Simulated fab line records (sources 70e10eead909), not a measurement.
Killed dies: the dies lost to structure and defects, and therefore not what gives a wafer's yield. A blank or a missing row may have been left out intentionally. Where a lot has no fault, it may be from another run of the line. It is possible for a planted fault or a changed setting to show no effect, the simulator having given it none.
Which of the tools did it? :: flow nand_harc :: 24 lots, 72 wafers sampled, at 5 steps of a route of 1302

WHAT EACH GAUGE READ, for each wafer
NHARC_P_M2_OVL_MEAS_10: pitch 340 nm. Usual: overlay_x_nm 0.1 nm, standard deviation 0.76; overlay_y_nm 0.0 nm, standard deviation 0.75.
lot: L074
measured: day 6 14:02
on: overlay-01
overlay_x_nm (nm): 2.2 1.8 1.5
overlay_y_nm (nm): -1.0 -0.3 -0.4
flag: 

lot: L075
measured: day 6 21:07
on: overlay-01
overlay_x_nm (nm): 0.6 0.5 -0.1
overlay_y_nm (nm): 0.5 -0.2 0.3
flag: 

lot: L076
measured: day 7 07:12
on: overlay-01
overlay_x_nm (nm): 0.4 0.1 0.2
overlay_y_nm (nm): 1.3 1.5 1.2
flag: 

lot: L077
measured: day 7 20:26
on: overlay-01
overlay_x_nm (nm): -1.2 -1.1 -0.9
overlay_y_nm (nm): -0.9 -0.8 -1.0
flag: 

lot: L078
measured: day 8 04:16
on: overlay-01
overlay_x_nm (nm): -0.4 -0.2 -0.5
overlay_y_nm (nm): -0.1 -0.4 -0.6
flag: 

lot: L079
measured: day 8 16:43
on: overlay-01
overlay_x_nm (nm): -1.0 -0.4 -0.2
overlay_y_nm (nm): 2.0 2.2 2.1
flag: 

lot: L080
measured: day 8 22:26
on: overlay-02
overlay_x_nm (nm): -0.6 -0.6 -1.1
overlay_y_nm (nm): -0.3 -0.4 0.0
flag: 

lot: L081
measured: day 9 03:25
on: overlay-01
overlay_x_nm (nm): -0.2 -0.3 0.1
overlay_y_nm (nm): -0.4 0.1 -0.2
flag: 

lot: L082
measured: day 9 15:19
on: overlay-02
overlay_x_nm (nm): 0.9 0.3 0.3
overlay_y_nm (nm): -0.9 -0.9 -1.0
flag: 

lot: L083
measured: day 10 05:58
on: overlay-02
overlay_x_nm (nm): 0.3 0.1 0.5
overlay_y_nm (nm): 0.3 0.3 0.4
flag: 

lot: L084
measured: day 10 11:13
on: overlay-01
overlay_x_nm (nm): -0.8 -0.4 0.1
overlay_y_nm (nm): 0.1 0.1 0.2
flag: 

lot: L085
measured: day 10 21:24
on: overlay-02
overlay_x_nm (nm): 1.7 2.1 1.6
overlay_y_nm (nm): -0.6 -0.4 -0.7
flag: 

lot: L086
measured: day 11 13:13
on: overlay-01
overlay_x_nm (nm): 0.0 -0.2 -0.2
overlay_y_nm (nm): 0.5 0.1 0.1
flag: 

lot: L087
measured: day 12 08:20
on: overlay-02
overlay_x_nm (nm): -1.3 -0.8 -1.1
overlay_y_nm (nm): -1.8 -1.0 -1.5
flag: 

lot: L088
measured: day 12 09:21
on: overlay-02
overlay_x_nm (nm): 0.8 0.9 1.1
overlay_y_nm (nm): 0.2 0.8 0.5
flag: 

lot: L089
measured: day 13 05:49
on: overlay-01
overlay_x_nm (nm): 0.9 1.1 1.1
overlay_y_nm (nm): -0.4 -0.2 -0.3
flag: 

lot: L090
measured: day 13 10:10
on: overlay-02
overlay_x_nm (nm): -0.6 -0.1 -0.4
overlay_y_nm (nm): 0.8 0.8 0.5
flag: 

lot: L091
measured: day 13 14:41
on: overlay-01
overlay_x_nm (nm): 0.6 0.6 0.6
overlay_y_nm (nm): 0.0 0.0 -0.5
flag: 

lot: L092
measured: day 14 08:00
on: overlay-02
overlay_x_nm (nm): 0.2 -0.1 0.5
overlay_y_nm (nm): 0.2 0.6 0.2
flag: 

lot: L093
measured: day 14 13:49
on: overlay-01
overlay_x_nm (nm): -0.3 -0.3 0.1
overlay_y_nm (nm): 1.0 1.3 1.0
flag: 

lot: L094
measured: day 14 22:22
on: overlay-02
overlay_x_nm (nm): 0.0 -0.7 -0.8
overlay_y_nm (nm): 0.5 0.6 0.7
flag: 

lot: L095
measured: day 15 08:19
on: overlay-01
overlay_x_nm (nm): -0.3 0.2 -0.5
overlay_y_nm (nm): -0.2 0.4 -0.2
flag: 

lot: L096
measured: day 15 08:45
on: overlay-02
overlay_x_nm (nm): 0.4 -0.3 -0.1
overlay_y_nm (nm): -0.1 0.4 -0.1
flag: 

lot: L097
measured: day 15 21:55
on: overlay-02
overlay_x_nm (nm): 0.8 0.7 0.4
overlay_y_nm (nm): 0.1 0.1 0.1
flag: 

TOOL THAT RAN EACH LOT (tool first, then ch and the chambers of the sampled wafers, then the start)
lot: L074
NHARC_P_M1_STRIP_18: rie_diel-08 ch 0,1,2, day 6 10:29
NHARC_P_M1_ETCH_28: rie_diel-08 ch 0,1,3, day 6 12:50 or earlier
NHARC_P_M1_PRE_CLEAN_30: pvd_sputter-03, day 6 12:50 or earlier
NHARC_P_M1_DEP_33: pecvd-03 ch 0,2, day 6 12:50

lot: L075
NHARC_P_M1_STRIP_18: rie_diel-12 ch 1,2,3, day 6 17:26
NHARC_P_M1_ETCH_28: rie_diel-12 ch 0,1,2, day 6 19:47 or earlier
NHARC_P_M1_PRE_CLEAN_30: pvd_sputter-01, day 6 19:47 or earlier
NHARC_P_M1_DEP_33: pecvd-03 ch 0,1, day 6 19:47

lot: L076
NHARC_P_M1_STRIP_18: rie_diel-12 ch 0,1, day 7 03:37
NHARC_P_M1_ETCH_28: rie_diel-12 ch 0,1, day 7 06:04 or earlier
NHARC_P_M1_PRE_CLEAN_30: pvd_sputter-02, day 7 06:04 or earlier
NHARC_P_M1_DEP_33: pecvd-02 ch 1,2, day 7 06:04

lot: L077
NHARC_P_M1_STRIP_18: rie_diel-01 ch 0,3, day 7 16:46
NHARC_P_M1_ETCH_28: rie_diel-01 ch 0,1,2, day 7 19:09 or earlier
NHARC_P_M1_PRE_CLEAN_30: pvd_sputter-01, day 7 19:09 or earlier
NHARC_P_M1_DEP_33: pecvd-03 ch 0,1,2, day 7 19:09

lot: L078
NHARC_P_M1_STRIP_18: rie_diel-01 ch 1,2,3, day 8 00:18
NHARC_P_M1_ETCH_28: rie_diel-01 ch 1,2, day 8 02:56 or earlier
NHARC_P_M1_PRE_CLEAN_30: pvd_sputter-01, day 8 02:56 or earlier
NHARC_P_M1_DEP_33: pecvd-02 ch 0,1, day 8 02:56

lot: L079
NHARC_P_M1_STRIP_18: rie_diel-08 ch 0,1,3, day 8 13:04
NHARC_P_M1_ETCH_28: rie_diel-08 ch 0,1,2, day 8 15:23 or earlier
NHARC_P_M1_PRE_CLEAN_30: pvd_sputter-01, day 8 15:23 or earlier
NHARC_P_M1_DEP_33: pecvd-03 ch 0,1,2, day 8 15:23

lot: L080
NHARC_P_M1_STRIP_18: rie_diel-12 ch 1,3, day 8 18:43
NHARC_P_M1_ETCH_28: rie_diel-12 ch 1,2,3, day 8 21:07 or earlier
NHARC_P_M1_PRE_CLEAN_30: pvd_sputter-01, day 8 21:07 or earlier
NHARC_P_M1_DEP_33: pecvd-04 ch 0,2, day 8 21:07

lot: L081
NHARC_P_M1_STRIP_18: rie_diel-01 ch 0,2, day 8 23:40
NHARC_P_M1_ETCH_28: rie_diel-01 ch 2,3, day 9 02:01 or earlier
NHARC_P_M1_PRE_CLEAN_30: pvd_sputter-02, day 9 02:01 or earlier
NHARC_P_M1_DEP_33: pecvd-04 ch 0,2, day 9 02:01

lot: L082
NHARC_P_M1_STRIP_18: rie_diel-08 ch 0,1,2, day 9 11:36
NHARC_P_M1_ETCH_28: rie_diel-08 ch 1,2,3, day 9 14:01 or earlier
NHARC_P_M1_PRE_CLEAN_30: pvd_sputter-02, day 9 14:01 or earlier
NHARC_P_M1_DEP_33: pecvd-04 ch 1,2, day 9 14:01

lot: L083
NHARC_P_M1_STRIP_18: rie_diel-08 ch 0,1, day 10 02:15
NHARC_P_M1_ETCH_28: rie_diel-08 ch 0,1,2, day 10 04:46 or earlier
NHARC_P_M1_PRE_CLEAN_30: pvd_sputter-02, day 10 04:46 or earlier
NHARC_P_M1_DEP_33: pecvd-02 ch 0,1,2, day 10 04:46

lot: L084
NHARC_P_M1_STRIP_18: rie_diel-12 ch 0,1,2, day 10 07:41
NHARC_P_M1_ETCH_28: rie_diel-12 ch 0,2,3, day 10 10:04 or earlier
NHARC_P_M1_PRE_CLEAN_30: pvd_sputter-01, day 10 10:04 or earlier
NHARC_P_M1_DEP_33: pecvd-04 ch 0,1,2, day 10 10:04

lot: L085
NHARC_P_M1_STRIP_18: rie_diel-08 ch 0,3, day 10 17:52
NHARC_P_M1_ETCH_28: rie_diel-08 ch 0,1,2, day 10 20:15 or earlier
NHARC_P_M1_PRE_CLEAN_30: pvd_sputter-03, day 10 20:15 or earlier
NHARC_P_M1_DEP_33: pecvd-03 ch 0,2, day 10 20:15

lot: L086
NHARC_P_M1_STRIP_18: rie_diel-08 ch 0,2,3, day 11 09:19
NHARC_P_M1_ETCH_28: rie_diel-08 ch 0,3, day 11 11:53 or earlier
NHARC_P_M1_PRE_CLEAN_30: pvd_sputter-01, day 11 11:53 or earlier
NHARC_P_M1_DEP_33: pecvd-02 ch 0,1,2, day 11 11:53

lot: L087
NHARC_P_M1_STRIP_18: rie_diel-01 ch 0,1,3, day 12 04:43
NHARC_P_M1_ETCH_28: rie_diel-01 ch 0,3, day 12 07:05 or earlier
NHARC_P_M1_PRE_CLEAN_30: pvd_sputter-02, day 12 07:05 or earlier
NHARC_P_M1_DEP_33: pecvd-02 ch 1,2, day 12 07:05

lot: L088
NHARC_P_M1_STRIP_18: rie_diel-01 ch 1,2, day 12 05:41
NHARC_P_M1_ETCH_28: rie_diel-01 ch 1,2, day 12 08:02 or earlier
NHARC_P_M1_PRE_CLEAN_30: pvd_sputter-01, day 12 08:02 or earlier
NHARC_P_M1_DEP_33: pecvd-03 ch 0,1, day 12 08:02

lot: L089
NHARC_P_M1_STRIP_18: rie_diel-08 ch 0,2,3, day 13 02:13
NHARC_P_M1_ETCH_28: rie_diel-08 ch 0,1, day 13 04:35 or earlier
NHARC_P_M1_PRE_CLEAN_30: pvd_sputter-03, day 13 04:35 or earlier
NHARC_P_M1_DEP_33: pecvd-03 ch 0,2, day 13 04:35

lot: L090
NHARC_P_M1_STRIP_18: rie_diel-08 ch 1,2,3, day 13 06:20
NHARC_P_M1_ETCH_28: rie_diel-08 ch 0,1,2, day 13 08:44 or earlier
NHARC_P_M1_PRE_CLEAN_30: pvd_sputter-02, day 13 08:44 or earlier
NHARC_P_M1_DEP_33: pecvd-02 ch 0,2, day 13 08:44

lot: L091
NHARC_P_M1_STRIP_18: rie_diel-01 ch 0,3, day 13 10:54
NHARC_P_M1_ETCH_28: rie_diel-01 ch 0,2, day 13 13:26 or earlier
NHARC_P_M1_PRE_CLEAN_30: pvd_sputter-03, day 13 13:26 or earlier
NHARC_P_M1_DEP_33: pecvd-03 ch 0,1,2, day 13 13:26

lot: L092
NHARC_P_M1_STRIP_18: rie_diel-01 ch 0,3, day 14 04:20
NHARC_P_M1_ETCH_28: rie_diel-01 ch 2,3, day 14 06:44 or earlier
NHARC_P_M1_PRE_CLEAN_30: pvd_sputter-03, day 14 06:44 or earlier
NHARC_P_M1_DEP_33: pecvd-03 ch 0,2, day 14 06:44

lot: L093
NHARC_P_M1_STRIP_18: rie_diel-08 ch 1,2, day 14 09:43
NHARC_P_M1_ETCH_28: rie_diel-08 ch 0,1,3, day 14 12:29 or earlier
NHARC_P_M1_PRE_CLEAN_30: pvd_sputter-01, day 14 12:29 or earlier
NHARC_P_M1_DEP_33: pecvd-03 ch 0,2, day 14 12:29

lot: L094
NHARC_P_M1_STRIP_18: rie_diel-01 ch 0,2,3, day 14 18:50
NHARC_P_M1_ETCH_28: rie_diel-01 ch 1,2, day 14 21:11 or earlier
NHARC_P_M1_PRE_CLEAN_30: pvd_sputter-01, day 14 21:11 or earlier
NHARC_P_M1_DEP_33: pecvd-03 ch 0,1,2, day 14 21:11

lot: L095
NHARC_P_M1_STRIP_18: rie_diel-01 ch 0,1,3, day 15 04:26
NHARC_P_M1_ETCH_28: rie_diel-01 ch 0,2,3, day 15 06:52 or earlier
NHARC_P_M1_PRE_CLEAN_30: pvd_sputter-01, day 15 06:52 or earlier
NHARC_P_M1_DEP_33: pecvd-02 ch 0,2, day 15 06:52

lot: L096
NHARC_P_M1_STRIP_18: rie_diel-08 ch 0,1, day 15 04:48
NHARC_P_M1_ETCH_28: rie_diel-08 ch 1,3, day 15 05:12
NHARC_P_M1_PRE_CLEAN_30: pvd_sputter-03, day 15 07:22 or earlier
NHARC_P_M1_DEP_33: pecvd-04 ch 0,1,2, day 15 07:22

lot: L097
NHARC_P_M1_STRIP_18: rie_diel-08 ch 1,2,3, day 15 18:15
NHARC_P_M1_ETCH_28: rie_diel-08 ch 0,1,3, day 15 20:35 or earlier
NHARC_P_M1_PRE_CLEAN_30: pvd_sputter-01, day 15 20:35 or earlier
NHARC_P_M1_DEP_33: pecvd-02 ch 0,1,2, day 15 20:35
- NHARC_P_M1_STRIP_18: strips in N2/H2.
- NHARC_P_M1_ETCH_28: etches the open film in CF4/N2, target depth 30 nm, time 72.99 s.
- NHARC_P_M1_PRE_CLEAN_30: time 30 s.
- NHARC_P_M1_DEP_33: deposits SiCN, target thk 30 nm.

AS READ BY THE TOOLS THEMSELVES (means over the sampled wafers that have a number; for cases with no such wafer, the mark the record gives instead)
NHARC_P_M1_STRIP_18. Usual: drypump_motor_current_A 5.7 A, standard deviation 0.36; oes_product_au 1.003 a.u., standard deviation 0.0096; rf_vpp_V 90.5 V, standard deviation 0.88; showerhead_plenum_p_Torr 2.02 Torr, standard deviation 0.093; throttle_valve_pct 14.171 %, standard deviation 0.0088.
lot: L074
tool: rie_diel-08
drypump_motor_current_A (A): 5.6
oes_product_au (a.u.): 0.999
rf_vpp_V (V): 90.9
showerhead_plenum_p_Torr (Torr): 2.06
throttle_valve_pct (%): 14.167
flag: 

lot: L075
tool: rie_diel-12
drypump_motor_current_A (A): 6.0
oes_product_au (a.u.): 1.002
rf_vpp_V (V): 90.2
showerhead_plenum_p_Torr (Torr): 2.04
throttle_valve_pct (%): 14.161
flag: 

lot: L076
tool: rie_diel-12
drypump_motor_current_A (A): 6.2
oes_product_au (a.u.): 1.003
rf_vpp_V (V): 90.8
showerhead_plenum_p_Torr (Torr): 2.05
throttle_valve_pct (%): 14.173
flag: 

lot: L077
tool: rie_diel-01
drypump_motor_current_A (A): 5.8
oes_product_au (a.u.): 1.002
rf_vpp_V (V): 90.8
showerhead_plenum_p_Torr (Torr): 2.02
throttle_valve_pct (%): 14.166
flag: 

lot: L078
tool: rie_diel-01
drypump_motor_current_A (A): 5.5
oes_product_au (a.u.): 1.002
rf_vpp_V (V): 91.0
showerhead_plenum_p_Torr (Torr): 2.03
throttle_valve_pct (%): 14.172
flag: 

lot: L079
tool: rie_diel-08
drypump_motor_current_A (A): 5.7
oes_product_au (a.u.): 1.002
rf_vpp_V (V): 90.3
showerhead_plenum_p_Torr (Torr): 1.99
throttle_valve_pct (%): 14.171
flag: 

lot: L080
tool: rie_diel-12
drypump_motor_current_A (A): 6.1
oes_product_au (a.u.): 1.007
rf_vpp_V (V): 90.5
showerhead_plenum_p_Torr (Torr): 1.99
throttle_valve_pct (%): 14.174
flag: 

lot: L081
tool: rie_diel-01
drypump_motor_current_A (A): 5.6
oes_product_au (a.u.): 0.997
rf_vpp_V (V): 90.3
showerhead_plenum_p_Torr (Torr): 2.04
throttle_valve_pct (%): 14.171
flag: 

lot: L082
tool: rie_diel-08
drypump_motor_current_A (A): 5.6
oes_product_au (a.u.): 1.000
rf_vpp_V (V): 90.8
showerhead_plenum_p_Torr (Torr): 2.05
throttle_valve_pct (%): 14.178
flag: 

lot: L083
tool: rie_diel-08
drypump_motor_current_A (A): 5.5
oes_product_au (a.u.): 0.999
rf_vpp_V (V): 91.6
showerhead_plenum_p_Torr (Torr): 2.08
throttle_valve_pct (%): 14.172
flag: 

lot: L084
tool: rie_diel-12
drypump_motor_current_A (A): 6.0
oes_product_au (a.u.): 1.009
rf_vpp_V (V): 90.2
showerhead_plenum_p_Torr (Torr): 2.04
throttle_valve_pct (%): 14.177
flag: 

lot: L085
tool: rie_diel-08
drypump_motor_current_A (A): 5.5
oes_product_au (a.u.): 0.992
rf_vpp_V (V): 89.9
showerhead_plenum_p_Torr (Torr): 1.99
throttle_valve_pct (%): 14.166
flag: 

lot: L086
tool: rie_diel-08
drypump_motor_current_A (A): 5.4
oes_product_au (a.u.): 1.003
rf_vpp_V (V): 89.8
showerhead_plenum_p_Torr (Torr): 2.05
throttle_valve_pct (%): 14.170
flag: 

lot: L087
tool: rie_diel-01
drypump_motor_current_A (A): 5.6
oes_product_au (a.u.): 0.996
rf_vpp_V (V): 91.6
showerhead_plenum_p_Torr (Torr): 1.98
throttle_valve_pct (%): 14.163
flag: 

lot: L088
tool: rie_diel-01
drypump_motor_current_A (A): 5.3
oes_product_au (a.u.): 0.997
rf_vpp_V (V): 90.2
showerhead_plenum_p_Torr (Torr): 2.04
throttle_valve_pct (%): 14.176
flag: 

lot: L089
tool: rie_diel-08
drypump_motor_current_A (A): 5.4
oes_product_au (a.u.): 1.005
rf_vpp_V (V): 90.8
showerhead_plenum_p_Torr (Torr): 2.05
throttle_valve_pct (%): 14.169
flag: 

lot: L090
tool: rie_diel-08
drypump_motor_current_A (A): 5.8
oes_product_au (a.u.): 1.002
rf_vpp_V (V): 89.8
showerhead_plenum_p_Torr (Torr): 1.96
throttle_valve_pct (%): 14.169
flag: 

lot: L091
tool: rie_diel-01
drypump_motor_current_A (A): 5.8
oes_product_au (a.u.): 1.016
rf_vpp_V (V): 90.1
showerhead_plenum_p_Torr (Torr): 2.02
throttle_valve_pct (%): 14.174
flag: 

lot: L092
tool: rie_diel-01
drypump_motor_current_A (A): 5.9
oes_product_au (a.u.): 1.014
rf_vpp_V (V): 90.4
showerhead_plenum_p_Torr (Torr): 1.99
throttle_valve_pct (%): 14.164
flag: 

lot: L093
tool: rie_diel-08
drypump_motor_current_A (A): 5.9
oes_product_au (a.u.): 0.995
rf_vpp_V (V): 90.2
showerhead_plenum_p_Torr (Torr): 1.96
throttle_valve_pct (%): 14.171
flag: 

lot: L094
tool: rie_diel-01
drypump_motor_current_A (A): 5.7
oes_product_au (a.u.): 1.018
rf_vpp_V (V): 89.8
showerhead_plenum_p_Torr (Torr): 2.03
throttle_valve_pct (%): 14.177
flag: 

lot: L095
tool: rie_diel-01
drypump_motor_current_A (A): 5.6
oes_product_au (a.u.): 0.996
rf_vpp_V (V): 90.9
showerhead_plenum_p_Torr (Torr): 1.98
throttle_valve_pct (%): 14.182
flag: 

lot: L096
tool: rie_diel-08
drypump_motor_current_A (A): 5.9
oes_product_au (a.u.): 0.999
rf_vpp_V (V): 90.5
showerhead_plenum_p_Torr (Torr): 1.99
throttle_valve_pct (%): 14.169
flag: 

lot: L097
tool: rie_diel-08
drypump_motor_current_A (A): 5.8
oes_product_au (a.u.): 0.995
rf_vpp_V (V): 90.7
showerhead_plenum_p_Torr (Torr): 1.96
throttle_valve_pct (%): 14.171
flag: 

NHARC_P_M1_ETCH_28. Usual: drypump_motor_current_A 5.7 A, standard deviation 0.37; oes_product_au 1.002 a.u., standard deviation 0.0099; rf_vpp_V 313.7 V, standard deviation 2.1; showerhead_plenum_p_Torr 2.60 Torr, standard deviation 0.11; throttle_valve_pct 19.794 %, standard deviation 0.0095.
lot: L074
tool: rie_diel-08
drypump_motor_current_A (A): 5.7
oes_product_au (a.u.): 0.998
rf_vpp_V (V): 313.5
showerhead_plenum_p_Torr (Torr): 2.58
throttle_valve_pct (%): 19.782
flag: 

lot: L075
tool: rie_diel-12
drypump_motor_current_A (A): 6.0
oes_product_au (a.u.): 1.008
rf_vpp_V (V): 314.1
showerhead_plenum_p_Torr (Torr): 2.64
throttle_valve_pct (%): 19.790
flag: 

lot: L076
tool: rie_diel-12
drypump_motor_current_A (A): 6.2
oes_product_au (a.u.): 1.006
rf_vpp_V (V): 315.1
showerhead_plenum_p_Torr (Torr): 2.64
throttle_valve_pct (%): 19.793
flag: 

lot: L077
tool: rie_diel-01
drypump_motor_current_A (A): 5.5
oes_product_au (a.u.): 0.996
rf_vpp_V (V): 313.1
showerhead_plenum_p_Torr (Torr): 2.57
throttle_valve_pct (%): 19.790
flag: 

lot: L078
tool: rie_diel-01
drypump_motor_current_A (A): 5.4
oes_product_au (a.u.): 0.996
rf_vpp_V (V): 314.7
showerhead_plenum_p_Torr (Torr): 2.62
throttle_valve_pct (%): 19.802
flag: 

lot: L079
tool: rie_diel-08
drypump_motor_current_A (A): 5.6
oes_product_au (a.u.): 0.990
rf_vpp_V (V): 314.2
showerhead_plenum_p_Torr (Torr): 2.65
throttle_valve_pct (%): 19.781
flag: 

lot: L080
tool: rie_diel-12
drypump_motor_current_A (A): 6.0
oes_product_au (a.u.): 1.008
rf_vpp_V (V): 314.4
showerhead_plenum_p_Torr (Torr): 2.62
throttle_valve_pct (%): 19.794
flag: 

lot: L081
tool: rie_diel-01
drypump_motor_current_A (A): 5.5
oes_product_au (a.u.): 0.992
rf_vpp_V (V): 314.5
showerhead_plenum_p_Torr (Torr): 2.68
throttle_valve_pct (%): 19.804
flag: 

lot: L082
tool: rie_diel-08
drypump_motor_current_A (A): 5.8
oes_product_au (a.u.): 0.994
rf_vpp_V (V): 312.7
showerhead_plenum_p_Torr (Torr): 2.53
throttle_valve_pct (%): 19.790
flag: 

lot: L083
tool: rie_diel-08
drypump_motor_current_A (A): 5.6
oes_product_au (a.u.): 1.009
rf_vpp_V (V): 314.6
showerhead_plenum_p_Torr (Torr): 2.64
throttle_valve_pct (%): 19.794
flag: 

lot: L084
tool: rie_diel-12
drypump_motor_current_A (A): 6.0
oes_product_au (a.u.): 1.006
rf_vpp_V (V): 312.6
showerhead_plenum_p_Torr (Torr): 2.58
throttle_valve_pct (%): 19.803
flag: 

lot: L085
tool: rie_diel-08
drypump_motor_current_A (A): 5.6
oes_product_au (a.u.): 0.997
rf_vpp_V (V): 314.7
showerhead_plenum_p_Torr (Torr): 2.64
throttle_valve_pct (%): 19.789
flag: 

lot: L086
tool: rie_diel-08
drypump_motor_current_A (A): 5.5
oes_product_au (a.u.): 0.997
rf_vpp_V (V): 312.7
showerhead_plenum_p_Torr (Torr): 2.57
throttle_valve_pct (%): 19.787
flag: 

lot: L087
tool: rie_diel-01
drypump_motor_current_A (A): 5.8
oes_product_au (a.u.): 1.001
rf_vpp_V (V): 314.2
showerhead_plenum_p_Torr (Torr): 2.61
throttle_valve_pct (%): 19.790
flag: 

lot: L088
tool: rie_diel-01
drypump_motor_current_A (A): 5.4
oes_product_au (a.u.): 1.000
rf_vpp_V (V): 314.2
showerhead_plenum_p_Torr (Torr): 2.62
throttle_valve_pct (%): 19.800
flag: 

lot: L089
tool: rie_diel-08
drypump_motor_current_A (A): 5.9
oes_product_au (a.u.): 0.996
rf_vpp_V (V): 312.6
showerhead_plenum_p_Torr (Torr): 2.57
throttle_valve_pct (%): 19.780
flag: 

lot: L090
tool: rie_diel-08
drypump_motor_current_A (A): 5.6
oes_product_au (a.u.): 1.002
rf_vpp_V (V): 313.7
showerhead_plenum_p_Torr (Torr): 2.64
throttle_valve_pct (%): 19.787
flag: 

lot: L091
tool: rie_diel-01
drypump_motor_current_A (A): 5.6
oes_product_au (a.u.): 1.016
rf_vpp_V (V): 313.8
showerhead_plenum_p_Torr (Torr): 2.63
throttle_valve_pct (%): 19.798
flag: 

lot: L092
tool: rie_diel-01
drypump_motor_current_A (A): 5.7
oes_product_au (a.u.): 1.001
rf_vpp_V (V): 315.8
showerhead_plenum_p_Torr (Torr): 2.66
throttle_valve_pct (%): 19.798
flag: 

lot: L093
tool: rie_diel-08
drypump_motor_current_A (A): 5.7
oes_product_au (a.u.): 0.988
rf_vpp_V (V): 312.8
showerhead_plenum_p_Torr (Torr): 2.57
throttle_valve_pct (%): 19.801
flag: 

lot: L094
tool: rie_diel-01
drypump_motor_current_A (A): 5.4
oes_product_au (a.u.): 1.010
rf_vpp_V (V): 314.1
showerhead_plenum_p_Torr (Torr): 2.62
throttle_valve_pct (%): 19.793
flag: 

lot: L095
tool: rie_diel-01
drypump_motor_current_A (A): 5.7
oes_product_au (a.u.): 1.006
rf_vpp_V (V): 313.9
showerhead_plenum_p_Torr (Torr): 2.62
throttle_valve_pct (%): 19.793
flag: 

lot: L096
tool: rie_diel-08
drypump_motor_current_A (A): 5.9
oes_product_au (a.u.): 0.996
rf_vpp_V (V): 311.1
showerhead_plenum_p_Torr (Torr): 2.46
throttle_valve_pct (%): 19.802
flag: 

lot: L097
tool: rie_diel-08
drypump_motor_current_A (A): 5.7
oes_product_au (a.u.): 0.995
rf_vpp_V (V): 313.3
showerhead_plenum_p_Torr (Torr): 2.57
throttle_valve_pct (%): 19.789
flag: 

NHARC_P_M1_PRE_CLEAN_30. Usual: 408 W for heater_power_w, sd 28.
lot: L074
tool: pvd_sputter-03
heater_power_w (W): 380
flag: 

lot: L075
tool: pvd_sputter-01
heater_power_w (W): 393
flag: 

lot: L076
tool: pvd_sputter-02
heater_power_w (W): 452
flag: 

lot: L077
tool: pvd_sputter-01
heater_power_w (W): 388
flag: 

lot: L078
tool: pvd_sputter-01
heater_power_w (W): 403
flag: 

lot: L079
tool: pvd_sputter-01
heater_power_w (W): 410
flag: 

lot: L080
tool: pvd_sputter-01
heater_power_w (W): 391
flag: 

lot: L081
tool: pvd_sputter-02
heater_power_w (W): 431
flag: 

lot: L082
tool: pvd_sputter-02
heater_power_w (W): 425
flag: 

lot: L083
tool: pvd_sputter-02
heater_power_w (W): 450
flag: 

lot: L084
tool: pvd_sputter-01
heater_power_w (W): 406
flag: 

lot: L085
tool: pvd_sputter-03
heater_power_w (W): 406
flag: 

lot: L086
tool: pvd_sputter-01
heater_power_w (W): 399
flag: 

lot: L087
tool: pvd_sputter-02
heater_power_w (W): 434
flag: 

lot: L088
tool: pvd_sputter-01
heater_power_w (W): 398
flag: 

lot: L089
tool: pvd_sputter-03
heater_power_w (W): 408
flag: 

lot: L090
tool: pvd_sputter-02
heater_power_w (W): 430
flag: 

lot: L091
tool: pvd_sputter-03
heater_power_w (W): 385
flag: 

lot: L092
tool: pvd_sputter-03
heater_power_w (W): 371
flag: 

lot: L093
tool: pvd_sputter-01
heater_power_w (W): 400
flag: 

lot: L094
tool: pvd_sputter-01
heater_power_w (W): 390
flag: 

lot: L095
tool: pvd_sputter-01
heater_power_w (W): 391
flag: 

lot: L096
tool: pvd_sputter-03
heater_power_w (W): 385
flag: 

lot: L097
tool: pvd_sputter-01
heater_power_w (W): 406
flag: 

NHARC_P_M1_DEP_33. Usual: 592 W for heater_power_w, sd 53.
lot: L074
tool: pecvd-03
heater_power_w (W): 562
flag: 

lot: L075
tool: pecvd-03
heater_power_w (W): 618
flag: 

lot: L076
tool: pecvd-02
heater_power_w (W): 576
flag: 

lot: L077
tool: pecvd-03
heater_power_w (W): 631
flag: 

lot: L078
tool: pecvd-02
heater_power_w (W): 633
flag: 

lot: L079
tool: pecvd-03
heater_power_w (W): 603
flag: 

lot: L080
tool: pecvd-04
heater_power_w (W): 569
flag: 

lot: L081
tool: pecvd-04
heater_power_w (W): 576
flag: 

lot: L082
tool: pecvd-04
heater_power_w (W): 583
flag: 

lot: L083
tool: pecvd-02
heater_power_w (W): 577
flag: 

lot: L084
tool: pecvd-04
heater_power_w (W): 551
flag: 

lot: L085
tool: pecvd-03
heater_power_w (W): 631
flag: 

lot: L086
tool: pecvd-02
heater_power_w (W): 572
flag: 

lot: L087
tool: pecvd-02
heater_power_w (W): 576
flag: 

lot: L088
tool: pecvd-03
heater_power_w (W): 604
flag: 

lot: L089
tool: pecvd-03
heater_power_w (W): 665
flag: 

lot: L090
tool: pecvd-02
heater_power_w (W): 565
flag: 

lot: L091
tool: pecvd-03
heater_power_w (W): 598
flag: 

lot: L092
tool: pecvd-03
heater_power_w (W): 613
flag: 

lot: L093
tool: pecvd-03
heater_power_w (W): 606
flag: 

lot: L094
tool: pecvd-03
heater_power_w (W): 639
flag: 

lot: L095
tool: pecvd-02
heater_power_w (W): 593
flag: 

lot: L096
tool: pecvd-04
heater_power_w (W): 578
flag: 

lot: L097
tool: pecvd-02
heater_power_w (W): 553
flag: 

THE ANSWER, worked out from the rows above alone
Rule: a lot is off if the mean of its wafers that have a number lies more than 3 standard deviations from the usual mean. A lot without any number at a reading at which 4 lots or more have one is off too. Where the step has rows for the other lots, those lots are counted as sound. First the gauges in route order, then the tools' own readings, where a lot's mean is used as printed above. At the first step where some lot is off, the reading lying furthest off is the one used; lots without a number count as furthest.
No lot is off on any of the readings shown, so nothing can be concluded from this.

WHAT WAS PUT IN BY THE SIMULATOR
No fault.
